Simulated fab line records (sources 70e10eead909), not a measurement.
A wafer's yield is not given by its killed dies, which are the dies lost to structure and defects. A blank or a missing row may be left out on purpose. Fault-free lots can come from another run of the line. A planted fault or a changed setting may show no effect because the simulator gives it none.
Matching of chambers :: flow nandHarc :: NHARC_A_M1_CMP_23 on cmp-03 has 4 sister chambers
The step polishes, t overpolish 20 s, target thk 154.34 nm. 4 wafers are shown with their chamber, then 8 later ones without.

WAFERS PAIRED WITH THEIR CHAMBERS
wafer: L076.4
chamber: 2
motorCurrentA (A): 12.8

wafer: L086.3
chamber: 1
motorCurrentA (A): 12.9

wafer: L086.6
chamber: 0
motorCurrentA (A): 12.3

wafer: L092.1
chamber: 3
motorCurrentA (A): 10.5

WAFERS WITH NO CHAMBER GIVEN
wafer: L092.3
motorCurrentA (A): 12.4

wafer: L092.4
motorCurrentA (A): 12.9

wafer: L094.1
motorCurrentA (A): 13.1

wafer: L094.2
motorCurrentA (A): 12.1

wafer: L094.3
motorCurrentA (A): 12.8

wafer: L096.2
motorCurrentA (A): 12.7

wafer: L096.3
motorCurrentA (A): 10.1

wafer: L096.6
motorCurrentA (A): 12.4

THE CHAMBER EACH PASSED THROUGH
wafer: L092.3
from the rows above: can't be placed: 0 or 2
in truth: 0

wafer: L092.4
from the rows above: can't be placed: 1 or 2
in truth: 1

wafer: L094.1
from the rows above: can't be placed: 1 or 2
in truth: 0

wafer: L094.2
from the rows above: 0
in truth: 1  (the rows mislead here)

wafer: L094.3
from the rows above: can't be placed: 2 or 1
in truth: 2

wafer: L096.2
from the rows above: can't be placed: 2 or 1 or 0
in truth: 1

wafer: L096.3
from the rows above: 3
in truth: 3

wafer: L096.6
from the rows above: can't be placed: 0 or 2
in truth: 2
1 of 8 placed correctly. Unplaceable from these rows: 6, with the true chamber sitting among the candidates in 5. Placed wrongly: 1.
How it was worked out, from the rows above alone: a wafer's distance from a chamber is the root of the sum, over the readings, of the square of ((its reading less the chamber's mean) divided by the reading's scatter). If the next closest chamber is less than 2 further off than the closest, the wafer can't be placed; otherwise it belongs to the closest. The mean given for a chamber averages the wafers shown for that chamber. The scatter: with one shown wafer a chamber, the root of the mean of the squares of how far each hidden wafer lies from its nearest shown one.
